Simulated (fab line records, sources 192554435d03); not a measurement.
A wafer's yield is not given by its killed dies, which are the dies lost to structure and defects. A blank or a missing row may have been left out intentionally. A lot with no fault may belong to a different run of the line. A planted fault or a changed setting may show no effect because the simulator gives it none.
Which tool is to blame? | flow n5-finfet | 15 lots with 38 wafers sampled at 4 steps, on a route of 1938 steps

## WHAT EACH GAUGE READ, for each wafer
Not one reading of a measure or inspect step in the record can be checked against a usual standard deviation.

## EACH LOT AND THE TOOL THAT RAN IT (in order: tool; ch and the chambers of the sampled wafers; start)
lot  | N5_BEOL_M1_ANNEAL_82         | N5_BEOL_M1_SPUTTER_92        | N5_BEOL_M1_ANNEAL_93         | N5_BEOL_M2_EXPOSE_08
L329 | pvd-sputter-01, day 6 11:05  | pvd-sputter-01, day 6 11:53  | pvd-sputter-01, day 6 11:58  | euv-scanner-02 ch 0, day 6 14:12
L331 | pvd-sputter-03, day 7 09:07  | pvd-sputter-03, day 7 09:55  | pvd-sputter-03, day 7 10:00  | euv-scanner-01 ch 0, day 7 13:38
L338 | pvd-sputter-02, day 8 15:37  | pvd-sputter-02, day 8 16:25  | pvd-sputter-02, day 8 16:29  | euv-scanner-02, day 8 18:25
L339 | pvd-sputter-03, day 8 22:52  | pvd-sputter-03, day 8 23:40  | pvd-sputter-03, day 8 23:44  | euv-scanner-01, day 9 03:18
L340 | pvd-sputter-02, day 9 05:29  | pvd-sputter-02, day 9 06:17  | pvd-sputter-02, day 9 06:22  | euv-scanner-01, day 9 10:31
L343 | pvd-sputter-01, day 10 05:03 | pvd-sputter-01, day 10 05:51 | pvd-sputter-01, day 10 05:56 | euv-scanner-02 ch 0, day 10 08:58
L342 | pvd-sputter-01, day 10 06:53 | pvd-sputter-01, day 10 07:41 | pvd-sputter-01, day 10 07:46 | euv-scanner-02 ch 0, day 10 11:05
L344 | pvd-sputter-01, day 10 10:27 | pvd-sputter-01, day 10 11:15 | pvd-sputter-01, day 10 11:20 | euv-scanner-01 ch 0, day 10 14:09
L345 | pvd-sputter-03, day 10 11:26 | pvd-sputter-03, day 10 12:14 | pvd-sputter-03, day 10 12:19 | euv-scanner-02 ch 0, day 10 16:48
L346 | pvd-sputter-01, day 10 22:17 | pvd-sputter-01, day 10 23:05 | pvd-sputter-01, day 10 23:10 | euv-scanner-02 ch 0, day 11 05:16
L348 | pvd-sputter-03, day 11 17:34 | pvd-sputter-03, day 11 18:22 | pvd-sputter-03, day 11 18:26 | euv-scanner-01 ch 0, day 11 21:16
L350 | pvd-sputter-01, day 11 20:44 | pvd-sputter-01, day 11 21:32 | pvd-sputter-01, day 11 21:37 | euv-scanner-02 ch 0, day 12 00:29
L349 | pvd-sputter-01, day 11 22:40 | pvd-sputter-01, day 11 23:28 | pvd-sputter-01, day 11 23:32 | euv-scanner-02 ch 0, day 12 04:27
L351 | pvd-sputter-02, day 12 05:46 | pvd-sputter-02, day 12 06:34 | pvd-sputter-02, day 12 06:38 | euv-scanner-01 ch 0, day 12 09:04
L352 | pvd-sputter-01, day 12 06:56 | pvd-sputter-01, day 12 07:44 | pvd-sputter-01, day 12 07:49 | euv-scanner-02 ch 0, day 12 11:12
- N5_BEOL_M1_ANNEAL_82: time 240 s.
- N5_BEOL_M1_SPUTTER_92: material Cu, target thk 4.5 nm, time 8.29 s.
- N5_BEOL_M1_ANNEAL_93: time 240 s.
- N5_BEOL_M2_EXPOSE_08: exposes mask M2.

## WHAT THE TOOLS THEMSELVES READ (means of the sampled wafers that have a number; where no wafer has one, the mark that the record gives instead)
N5_BEOL_M1_ANNEAL_82.
lot  | tool           | heater-power-w (W)
L329 | pvd-sputter-01 | 772
L331 | pvd-sputter-03 | 836
L338 | pvd-sputter-02 | 827
L339 | pvd-sputter-03 | 871
L340 | pvd-sputter-02 | 813
L343 | pvd-sputter-01 | 794
L342 | pvd-sputter-01 | 796
L344 | pvd-sputter-01 | 768
L345 | pvd-sputter-03 | 841
L346 | pvd-sputter-01 | 750
L348 | pvd-sputter-03 | 818
L350 | pvd-sputter-01 | 765
L349 | pvd-sputter-01 | 759
L351 | pvd-sputter-02 | 882
L352 | pvd-sputter-01 | 786

N5_BEOL_M1_SPUTTER_92.
lot  | tool           | throttle-valve-pct (%)
L329 | pvd-sputter-01 | 30.1
L331 | pvd-sputter-03 | 30.4
L338 | pvd-sputter-02 | 30.5
L339 | pvd-sputter-03 | 29.3
L340 | pvd-sputter-02 | 29.6
L343 | pvd-sputter-01 | 29.8
L342 | pvd-sputter-01 | 31.1
L344 | pvd-sputter-01 | 29.6
L345 | pvd-sputter-03 | 29.7
L346 | pvd-sputter-01 | 29.4
L348 | pvd-sputter-03 | 30.2
L350 | pvd-sputter-01 | 30.8
L349 | pvd-sputter-01 | 29.4
L351 | pvd-sputter-02 | 30.6
L352 | pvd-sputter-01 | 30.1

N5_BEOL_M1_ANNEAL_93.
lot  | tool           | heater-power-w (W)
L329 | pvd-sputter-01 | 767
L331 | pvd-sputter-03 | 846
L338 | pvd-sputter-02 | 822
L339 | pvd-sputter-03 | 880
L340 | pvd-sputter-02 | 781
L343 | pvd-sputter-01 | 785
L342 | pvd-sputter-01 | 785
L344 | pvd-sputter-01 | 784
L345 | pvd-sputter-03 | 845
L346 | pvd-sputter-01 | 758
L348 | pvd-sputter-03 | 839
L350 | pvd-sputter-01 | 765
L349 | pvd-sputter-01 | 768
L351 | pvd-sputter-02 | 870
L352 | pvd-sputter-01 | 763

N5_BEOL_M2_EXPOSE_08.
lot  | tool           | exposure-dose-mJ-cm2
L329 | euv-scanner-02 | 41.28
L331 | euv-scanner-01 | 41.19
L338 | euv-scanner-02 | -
L339 | euv-scanner-01 | -
L340 | euv-scanner-01 | -
L343 | euv-scanner-02 | 41.30
L342 | euv-scanner-02 | 41.25
L344 | euv-scanner-01 | 41.16
L345 | euv-scanner-02 | 41.20
L346 | euv-scanner-02 | 41.22
L348 | euv-scanner-01 | 41.22
L350 | euv-scanner-02 | 41.17
L349 | euv-scanner-02 | 41.22
L351 | euv-scanner-01 | 41.25
L352 | euv-scanner-02 | 41.20

## THE ANSWER, worked out from the rows above alone
Rule: the lots themselves supply what counts as usual. Put in order of their means at a reading, lots are off if they are a third of the lots or fewer, leave a main group of 4 or more, and stand apart from it by a gap of 3 or more times the standard deviation of the main group's means; of several such gaps the widest counts. A main group whose means are all the same, to the digits that the tables above print for the reading, isn't used. A lot without any number at a reading at which 4 lots or more have one is off too. Any other lot the step has rows for is counted as sound. The gauges are gone through in route order, then the tools' own readings, and for those a lot's mean is taken as printed above. At the first step where some lot is off, the reading lying furthest off is the one used; lots without a number count as furthest.
Off at N5_BEOL_M2_EXPOSE_08 (exposure-dose-mJ-cm2): L338, L339, L340. Without a number there: L338, L339, L340. Mean 41.22 and standard deviation 0.04 in the main group.
If a tool, at that step or one of the process steps before it, ran each lot that is off and ran no sound lot following the first of them, it fits. None of those tried fits.

## WHAT HAD BEEN PUT IN BY THE SIMULATOR
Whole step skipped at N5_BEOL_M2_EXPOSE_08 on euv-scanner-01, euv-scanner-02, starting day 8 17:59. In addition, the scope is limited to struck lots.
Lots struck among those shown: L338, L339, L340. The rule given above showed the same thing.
